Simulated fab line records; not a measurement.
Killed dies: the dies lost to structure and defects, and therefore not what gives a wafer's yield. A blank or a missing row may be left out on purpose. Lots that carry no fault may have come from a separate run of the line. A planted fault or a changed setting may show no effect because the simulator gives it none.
Lot-split experiment || flow n5-finfet || 21 wafers read from 7 lots, route of 1938 steps

THE SPLIT
At N5_SD_EPI_N_EPI_21 (deposits Si:P, time 690 s), the setting temp-c was moved away from the recipe's 680 C on 4 of the 21 wafers read, by -0.4% to +0.6%. For the rest of the wafers, this setting stayed at what the recipe calls for.

FROM THE SPLIT TO THE READING: what the file shows between them, 5 steps
- N5_SD_EPI_P_COAT_34: time 60 s, resist thk 350 nm (also split here: spin-rpm)
- N5_SD_EPI_P_COAT_35: time 60 s, resist thk 35 nm
- N5_SD_EPI_P_COAT_03: resist thk 150 nm
- N5_SD_ACTIVATION_RTA_00: time 0 s
- N5_SD_ACTIVATION_LSA_01: time 0.0008 s

THE READING
RS_SD_N in ohm/sq, measured at N5_SD_ACTIVATION_RS_MEAS_03 by four-point-probe. On this fab line, fault-free wafers typically give 21.96 ohm/sq with a standard deviation of 0.26 ohm/sq.

{"wafer": "L074.1", "tool, chamber at the split": "epi-rpcvd-04, 0", "temp-c as run, C": 684, "against the recipe": "+0.6%", "RS_SD_N, ohm/sq": 20.50, "against lot-mates on the recipe": -1.21}
{"wafer": "L074.2", "tool, chamber at the split": "epi-rpcvd-04, 0", "temp-c as run, C": 680, "against the recipe": "recipe", "RS_SD_N, ohm/sq": 21.73, "against lot-mates on the recipe": "-"}
{"wafer": "L074.4", "tool, chamber at the split": "epi-rpcvd-04, 0", "temp-c as run, C": 680, "against the recipe": "recipe", "RS_SD_N, ohm/sq": 21.70, "against lot-mates on the recipe": "-"}
{"wafer": "L075.3", "tool, chamber at the split": "epi-rpcvd-01, 0", "temp-c as run, C": 680, "against the recipe": "recipe", "RS_SD_N, ohm/sq": 21.92, "against lot-mates on the recipe": "-"}
{"wafer": "L075.4", "tool, chamber at the split": "epi-rpcvd-01, 0", "temp-c as run, C": 680, "against the recipe": "recipe", "RS_SD_N, ohm/sq": 21.97, "against lot-mates on the recipe": "-"}
{"wafer": "L075.5", "tool, chamber at the split": "epi-rpcvd-01, 0", "temp-c as run, C": 677.7, "against the recipe": "-0.3%", "RS_SD_N, ohm/sq": 23.17, "against lot-mates on the recipe": "+1.23"}
{"wafer": "L076.1", "tool, chamber at the split": "epi-rpcvd-02, 0", "temp-c as run, C": 680, "against the recipe": "recipe", "RS_SD_N, ohm/sq": 22.23, "against lot-mates on the recipe": "-"}
{"wafer": "L076.4", "tool, chamber at the split": "epi-rpcvd-02, 0", "temp-c as run, C": 680, "against the recipe": "recipe", "RS_SD_N, ohm/sq": 21.72, "against lot-mates on the recipe": "-"}
{"wafer": "L076.5", "tool, chamber at the split": "epi-rpcvd-02, 0", "temp-c as run, C": 680, "against the recipe": "recipe", "RS_SD_N, ohm/sq": 21.86, "against lot-mates on the recipe": "-"}
{"wafer": "L077.1", "tool, chamber at the split": "epi-rpcvd-04, 0", "temp-c as run, C": 680, "against the recipe": "recipe", "RS_SD_N, ohm/sq": 22.10, "against lot-mates on the recipe": "-"}
{"wafer": "L077.3", "tool, chamber at the split": "epi-rpcvd-04, 0", "temp-c as run, C": 680, "against the recipe": "recipe", "RS_SD_N, ohm/sq": 22.32, "against lot-mates on the recipe": "-"}
{"wafer": "L077.6", "tool, chamber at the split": "epi-rpcvd-04, 0", "temp-c as run, C": 680, "against the recipe": "recipe", "RS_SD_N, ohm/sq": 22.27, "against lot-mates on the recipe": "-"}
{"wafer": "L080.4", "tool, chamber at the split": "epi-rpcvd-01, 0", "temp-c as run, C": 680, "against the recipe": "recipe", "RS_SD_N, ohm/sq": 22.13, "against lot-mates on the recipe": "-"}
{"wafer": "L080.5", "tool, chamber at the split": "epi-rpcvd-01, 0", "temp-c as run, C": 680, "against the recipe": "recipe", "RS_SD_N, ohm/sq": 22.01, "against lot-mates on the recipe": "-"}
{"wafer": "L080.6", "tool, chamber at the split": "epi-rpcvd-01, 0", "temp-c as run, C": 680, "against the recipe": "recipe", "RS_SD_N, ohm/sq": 21.98, "against lot-mates on the recipe": "-"}
{"wafer": "L083.1", "tool, chamber at the split": "epi-rpcvd-01, 0", "temp-c as run, C": 680, "against the recipe": "recipe", "RS_SD_N, ohm/sq": 21.96, "against lot-mates on the recipe": "-"}
{"wafer": "L083.2", "tool, chamber at the split": "epi-rpcvd-01, 0", "temp-c as run, C": 680, "against the recipe": "recipe", "RS_SD_N, ohm/sq": 21.95, "against lot-mates on the recipe": "-"}
{"wafer": "L083.6", "tool, chamber at the split": "epi-rpcvd-01, 0", "temp-c as run, C": 680, "against the recipe": "recipe", "RS_SD_N, ohm/sq": 21.94, "against lot-mates on the recipe": "-"}
{"wafer": "L090.4", "tool, chamber at the split": "epi-rpcvd-01, 0", "temp-c as run, C": 680, "against the recipe": "recipe", "RS_SD_N, ohm/sq": 22.02, "against lot-mates on the recipe": "-"}
{"wafer": "L090.5", "tool, chamber at the split": "epi-rpcvd-01, 0", "temp-c as run, C": 677.2, "against the recipe": "-0.4%", "RS_SD_N, ohm/sq": 23.29, "against lot-mates on the recipe": "+1.27"}
{"wafer": "L090.6", "tool, chamber at the split": "epi-rpcvd-01, 0", "temp-c as run, C": 677.2, "against the recipe": "-0.4%", "RS_SD_N, ohm/sq": 23.03, "against lot-mates on the recipe": "+1.01"}

FIT RESULTS
A straight line over all 21 wafers: RS_SD_N changes by -2.79 ohm/sq for each +1% of temp-c; r = -0.95; the points scatter about the line by 0.18 ohm/sq.
The same after taking each lot's own level away (the mean of its wafers on the recipe; 21 wafers): -2.56 ohm/sq for each +1%; r = -0.96; scatter 0.15 ohm/sq.
Per that fit: largest temp-c move, reading shift of 1.5 ohm/sq.
The span of the lots' own levels, 21.715 to 22.230 ohm/sq, comes to 2.0 times the standard deviation stated above.
Hence the lot-to-lot level has little effect on the slope; both slopes agree.
Check: for one of the wafers moved furthest among these (+0.6%), held out of the fit, the line's prediction against its lot-mates is -1.75 ohm/sq. It came out at -1.21 ohm/sq against them.

THE OTHER SPLITS THESE WAFERS WENT THROUGH
Before the reading, these wafers also passed through other splits. Each is held against what the fit with the lots' levels taken away leaves over:
{"other split on the same wafers": "N5_WELL_APT_COAT_02 spin-rpm", "wafers away from the commonest value": 6, "r with RS_SD_N (lot level and that fit taken away)": "+0.16"}
{"other split on the same wafers": "N5_FIN_CUT_COAT_18 spin-rpm", "wafers away from the commonest value": 9, "r with RS_SD_N (lot level and that fit taken away)": -0.02}
{"other split on the same wafers": "N5_FIN_CUT_EXPOSE_05 dose-mj", "wafers away from the commonest value": 10, "r with RS_SD_N (lot level and that fit taken away)": "+0.35"}
{"other split on the same wafers": "N5_DUMMY_GATE_EXPOSE_12 dose-mj", "wafers away from the commonest value": 4, "r with RS_SD_N (lot level and that fit taken away)": "+0.13"}
{"other split on the same wafers": "N5_SD_EPI_P_COAT_34 spin-rpm", "wafers away from the commonest value": 4, "r with RS_SD_N (lot level and that fit taken away)": "+0.06"}

THE WHOLE CHAIN: every reading that the file lists as answering this split, in the file's order
{"step": "N5_SD_EPI_N_EPI_21", "what it does": "deposits Si:P, time 690 s", "reading": "Si-P_of_SD_EPI_N_EPI_21.thk-nm (the simulator's own value, which no gauge read)", "change (the file's fit)": "+6.76 nm for each +1% of the setting", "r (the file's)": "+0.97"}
{"step": "N5_SD_ACTIVATION_RS_MEAS_03", "what it does": "measures by four-point-probe", "reading": "RS_SD_N", "change (the file's fit)": "-2.53 for each +1% of the setting", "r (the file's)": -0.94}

FILE'S OWN FIT
RS_SD_N changes by -2.53 ohm/sq for each +1% of temp-c, r = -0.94.
